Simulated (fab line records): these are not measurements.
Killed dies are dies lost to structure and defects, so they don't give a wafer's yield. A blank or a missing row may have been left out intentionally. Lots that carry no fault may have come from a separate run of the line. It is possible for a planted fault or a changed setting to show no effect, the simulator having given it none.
What tool caused it? | flow nand_harc | 42 wafers from 14 lots sampled at 4 of the route's 1302 steps

== WHAT EACH GAUGE READ, for each wafer ==
NHARC_A_ONON_D2_THK_MEAS_08: measures by ellipsometry.
lot  | measured     | on            | thk_nm (nm)
L523 | day 12 11:54 | film_metro-01 | 1000 1001 997
L524 | day 13 03:44 | film_metro-01 | 1002 1000 1001
L525 | day 13 13:58 | film_metro-01 | 1016 1017 1018
L526 | day 13 13:49 | film_metro-02 | 984 985 984
L527 | day 14 06:50 | film_metro-01 | 1003 1002 1001
L528 | day 14 22:15 | film_metro-01 | 981 982 981
L529 | day 15 03:52 | film_metro-02 | 993 991 992
L530 | day 15 21:38 | film_metro-01 | 993 992 993
L531 | day 16 01:38 | film_metro-01 | 993 994 996
L532 | day 16 15:57 | film_metro-01 | 998 997 997
L534 | day 17 09:42 | film_metro-01 | 1014 1013 1015
L535 | day 17 09:41 | film_metro-02 | 970 973 970
L540 | day 19 22:37 | film_metro-01 | 1001 960 1001
L541 | day 19 22:58 | film_metro-02 | 1000 960 1001

== WHAT TOOL EACH LOT RAN ON (gives the tool, then ch and the chambers of the sampled wafers, and finally the start) ==
lot  | NHARC_A_DECK1_JOINT_ETCHBACK_07  | NHARC_A_DECK1_JOINT_CMP_02    | NHARC_A_ONON_D2_DEP_06
L523 | rie_si-02 ch 0,1,2, day 10 22:56 | cmp-02 ch 0,2,3, day 12 09:31 | pecvd_onon-02 ch 0, day 12 11:23
L524 | rie_si-02 ch 0,1,3, day 11 05:43 | cmp-02 ch 0,2, day 13 01:20   | pecvd_onon-03 ch 0, day 13 03:20
L525 | rie_si-02 ch 0,2,3, day 12 04:22 | cmp-04 ch 0,1,2, day 13 11:25 | pecvd_onon-02 ch 0, day 13 13:31
L526 | rie_si-06 ch 0,1,3, day 12 04:23 | cmp-02 ch 0,1, day 13 11:25   | pecvd_onon-01 ch 0, day 13 13:22
L527 | rie_si-02 ch 0,3, day 12 12:43   | cmp-02 ch 0,1,2, day 14 04:27 | pecvd_onon-02 ch 0, day 14 06:23
L528 | rie_si-02 ch 0,2,3, day 13 10:04 | cmp-04 ch 0,2,3, day 14 19:50 | pecvd_onon-01 ch 0, day 14 21:44
L529 | rie_si-02 ch 2,3, day 13 16:28   | cmp-03 ch 0,3, day 15 01:26   | pecvd_onon-01 ch 0, day 15 03:31
L530 | rie_si-02 ch 0,2,3, day 14 05:55 | cmp-04 ch 1,3, day 15 19:11   | pecvd_onon-02 ch 0, day 15 21:07
L531 | rie_si-03 ch 1,2, day 14 10:19   | cmp-03 ch 0,1,3, day 15 23:16 | pecvd_onon-02 ch 0, day 16 01:07
L532 | rie_si-02 ch 0,1,3, day 14 23:13 | cmp-04 ch 0,1,2, day 16 13:28 | pecvd_onon-01 ch 0, day 16 15:26
L534 | rie_si-03 ch 0,1, day 15 20:14   | cmp-02 ch 0,1, day 17 07:16   | pecvd_onon-01 ch 0, day 17 09:11
L535 | rie_si-02 ch 1,2, day 15 20:14   | cmp-03 ch 2,3, day 17 07:17   | pecvd_onon-03 ch 0, day 17 09:10
L540 | rie_si-03 ch 0,1,3, day 18 10:42 | cmp-02 ch 0,1,3, day 19 20:12 | pecvd_onon-02 ch 0, day 19 22:06
L541 | rie_si-06 ch 1,3, day 18 14:47   | cmp-03 ch 0,2,3, day 19 20:16 | pecvd_onon-02 ch 0, day 19 22:31
- NHARC_A_DECK1_JOINT_ETCHBACK_07: etches the open film in HBr, target depth 105 nm, time 26.9 s.
- NHARC_A_DECK1_JOINT_CMP_02: polishes SiOx.
- NHARC_A_ONON_D2_DEP_06: target thk 1000 nm.

== WHAT THE TOOLS THEMSELVES READ (means of the sampled wafers that have a number; where no wafer has one, the mark that the record gives instead) ==
NHARC_A_DECK1_JOINT_ETCHBACK_07.
lot  | tool      | drypump_motor_current_A (A) | oes_product_au (a.u.) | throttle_valve_pct (%)
L523 | rie_si-02 | 5.8                         | 1.004                 | 23.266
L524 | rie_si-02 | 5.6                         | 1.002                 | 23.255
L525 | rie_si-02 | 5.9                         | 1.009                 | 23.268
L526 | rie_si-06 | 6.1                         | 1.001                 | 23.263
L527 | rie_si-02 | 5.8                         | 0.997                 | 23.273
L528 | rie_si-02 | 5.9                         | 1.003                 | 23.263
L529 | rie_si-02 | 6.1                         | 1.002                 | 23.276
L530 | rie_si-02 | 5.9                         | 1.008                 | 23.267
L531 | rie_si-03 | 6.5                         | 1.001                 | 23.267
L532 | rie_si-02 | 5.6                         | 1.000                 | 23.263
L534 | rie_si-03 | 6.6                         | 0.997                 | 23.273
L535 | rie_si-02 | 5.9                         | 0.995                 | 23.272
L540 | rie_si-03 | 6.5                         | 0.997                 | 23.257
L541 | rie_si-06 | 6.1                         | 1.005                 | 23.261

NHARC_A_DECK1_JOINT_CMP_02.
lot  | tool   | motor_current_A (A) | slurry_flow_ml_min
L523 | cmp-02 | 12.8                | 150.3
L524 | cmp-02 | 13.1                | 149.9
L525 | cmp-04 | 11.8                | 150.1
L526 | cmp-02 | 13.7                | 150.2
L527 | cmp-02 | 13.1                | 150.0
L528 | cmp-04 | 11.9                | 150.2
L529 | cmp-03 | 12.4                | 150.0
L530 | cmp-04 | 11.2                | 150.1
L531 | cmp-03 | 12.4                | 150.2
L532 | cmp-04 | 11.1                | 150.5
L534 | cmp-02 | 13.7                | 149.8
L535 | cmp-03 | 12.1                | 150.0
L540 | cmp-02 | 12.9                | 149.8
L541 | cmp-03 | 11.9                | 150.3

NHARC_A_ONON_D2_DEP_06.
lot  | tool          | susceptor_temp_C (C)
L523 | pecvd_onon-02 | 400.03
L524 | pecvd_onon-03 | 399.95
L525 | pecvd_onon-02 | 399.97
L526 | pecvd_onon-01 | 400.42
L527 | pecvd_onon-02 | 400.17
L528 | pecvd_onon-01 | 399.95
L529 | pecvd_onon-01 | 400.09
L530 | pecvd_onon-02 | 400.04
L531 | pecvd_onon-02 | 399.89
L532 | pecvd_onon-01 | 399.83
L534 | pecvd_onon-01 | 400.14
L535 | pecvd_onon-03 | 400.31
L540 | pecvd_onon-02 | 400.02
L541 | pecvd_onon-02 | 400.16

== THE ANSWER, worked out from the rows above alone ==
Rule: the usual values come from the lots themselves. The widest of any qualifying gaps counts: lots, ordered by their means at a reading, are off when they make up no more than a third of the lots, leave a main group of 4 or more, and stand apart from it by 3 or more times the standard deviation of that group's means. If all means in a main group match to the digits the tables above print for the reading, that group is not used. Also off: a lot with no number at a reading for which 4 or more lots have one. The other lots that the step has rows for count as sound. The gauges are gone through in route order, then the tools' own readings, and for those a lot's mean is taken as printed above. The first step at which some lot is off is used, and at that step the reading that is off furthest; a lot without a number counts as furthest.
No lot is off at any reading shown: from this, nothing can be told.

== WHAT THE SIMULATOR HAD PUT IN ==
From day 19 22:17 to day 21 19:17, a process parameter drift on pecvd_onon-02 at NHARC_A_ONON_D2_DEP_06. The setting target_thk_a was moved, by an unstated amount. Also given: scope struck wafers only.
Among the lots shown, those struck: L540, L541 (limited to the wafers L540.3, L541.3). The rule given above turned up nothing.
